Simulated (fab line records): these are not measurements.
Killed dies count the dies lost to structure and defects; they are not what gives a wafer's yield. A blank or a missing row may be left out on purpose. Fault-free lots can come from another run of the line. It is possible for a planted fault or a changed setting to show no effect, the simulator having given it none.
Struck lot and sound lot, side by side -- flow nand harc -- 14 out of 1159 route steps
Sound: wafers L674.1, L674.2, L674.4. Struck: wafers L677.2, L677.3, L677.6. Last of all comes the cause.
Order at every step that has rows: each side's tool, ch and its chambers, its first start. Under that, the readings that differ: sound wafers -- struck wafers -- difference of the means -- sigmas: that difference in standard deviations of wafers without a fault.
alike: words and numbers the same on both sides, and readings whose means are apart by under 2 such deviations; not compared: readings that were withheld, readings missing a value for some wafer, numbers with overlapping values and no deviation given by the record, and bounds like >300 which may hide the same value.
The two part at a step that has a row with sigmas, a row that says differs or no value, or rows on one side only. When numbers do not overlap yet have no deviation, they are printed without sigmas and do not part them. Lack of a reading on every wafer of one side parts them only where that side has two or more wafers.

first, 2 steps without rows for these wafers: NHARC_A_SOURCE_PLATE_CVD_03 (deposits poly-Si, target thk 200 nm, time 4000 s); NHARC_A_SOURCE_PLATE_ANNEAL_05 (time 1800 s).
NHARC_A_SOURCE_PLATE_THK_MEAS_06: measures by ellipsometry.
  sound on film metro-01, day 8 09:47; struck on film metro-02, day 9 12:40
  alike: thk nm
NHARC_A_SOURCE_PLATE_INSPECT_08:
  sound on defect inspect-01, day 8 09:50; struck on defect inspect-01, day 9 12:43
  alike: raw defect count
then, 1 step without rows for these wafers: NHARC_A_ONON_D1_DEP_00 (target thk 1000 nm).
NHARC_A_ONON_D1_THK_MEAS_02: measures by ellipsometry.
  sound on film metro-01, day 8 10:25; struck on film metro-02, day 9 13:30
  alike: thk nm
then, 1 step without rows for these wafers: NHARC_A_ONON_D1_DEP_03 (target thk 1000 nm).
NHARC_A_ONON_D1_THK_MEAS_05: measures by ellipsometry.
  sound on film metro-02, day 8 10:59; struck on film metro-01, day 9 14:32
  alike: thk nm
then, 1 step without rows for these wafers: NHARC_A_ONON_D1_DEP_06 (target thk 1000 nm).
NHARC_A_ONON_D1_THK_MEAS_08: measures by ellipsometry.
  sound on film metro-01, day 8 11:35; struck on film metro-01, day 9 15:06
  alike: thk nm
NHARC_A_ONON_D1_DEP_09: target thk 1000 nm.
  sound on pecvd onon-03 ch 0, day 8 11:38; struck on pecvd onon-02 ch 0, day 9 15:13
NHARC_A_ONON_D1_THK_MEAS_11: measures by ellipsometry.
  sound on film metro-01, day 8 12:08; struck on film metro-01, day 9 15:40
reading,sound,struck,difference,sigmas
thk nm (nm),992 992 992,760 757 759,-233,-23
then, 1 step without rows for these wafers: NHARC_A_ONON_D1_DEP_12 (target thk 1000 nm).
-- record jumps: 12 days between struck wafers' starts before vs after; left off in module A_ONON_D1, resumes in module END, first step shown is number 1159 of the route --
NHARC_END_SORT_01:
  only the struck wafers appear in the record here, on prober-01 ch 0 at day 21 09:57; the sound ones have no rows

WHERE THEY PART
Last at NHARC_END_SORT_01 as far as this record goes, first at NHARC_A_ONON_D1_THK_MEAS_11.

WHY: what the simulator had put in
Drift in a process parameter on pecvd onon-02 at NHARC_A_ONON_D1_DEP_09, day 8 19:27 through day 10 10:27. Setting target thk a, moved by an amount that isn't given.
